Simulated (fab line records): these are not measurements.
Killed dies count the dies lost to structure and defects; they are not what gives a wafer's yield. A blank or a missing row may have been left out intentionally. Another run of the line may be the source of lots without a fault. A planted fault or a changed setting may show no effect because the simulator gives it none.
Chamber matching | flow n5 finfet | N5_BEOL_M4_ILD_DEP_00 on pecvd-03: 3 sister chambers
The step deposits SiOC from DEMS/O2, target thk 79 nm, time 15.3 s. 6 wafers are shown with their chamber, then 9 later ones without.

WAFERS PAIRED WITH THEIR CHAMBERS
wafer  | chamber | showerhead vpp V (V) | throttle valve pct (%)
L080.3 | 0       | 1305                 | 11.8
L082.1 | 2       | 1340                 | 10.9
L082.4 | 1       | 1478                 | 12.4
L083.1 | 1       | 1506                 | 12.4
L083.2 | 2       | 1357                 | 11.2
L083.4 | 0       | 1318                 | 11.7

WAFERS WHOSE CHAMBER IS MISSING
wafer  | showerhead vpp V (V) | throttle valve pct (%)
L093.1 | 1304                 | 11.5
L093.3 | 1368                 | 11.0
L093.4 | 1315                 | 11.6
L094.2 | 1362                 | 11.0
L094.3 | 1483                 | 12.2
L094.5 | 1300                 | 11.8
L095.4 | 1461                 | 12.2
L095.5 | 1308                 | 11.9
L095.6 | 1358                 | 11.1

EACH ONE'S CHAMBER
wafer  | from the rows above | in truth
L093.1 | 0                   | 0
L093.3 | 2                   | 2
L093.4 | 0                   | 0
L094.2 | 2                   | 2
L094.3 | 1                   | 1
L094.5 | 0                   | 0
L095.4 | 1                   | 1
L095.5 | 0                   | 0
L095.6 | 2                   | 2
Placed correctly: 9 of 9. From these rows, 0 cannot be placed. 0 placed wrongly.
How it was worked out, from the rows above alone: a wafer's distance from a chamber is the root of the sum, over the readings, of the square of ((its reading less the chamber's mean) divided by the reading's scatter). If the next closest chamber is less than 2 further off than the closest, the wafer can't be placed; otherwise it belongs to the closest. A chamber's mean is the mean of its shown wafers. The scatter is the square root of a quotient: the sum, over the shown wafers, of each reading's squared deviation from its chamber's mean, divided by wafers minus chambers.
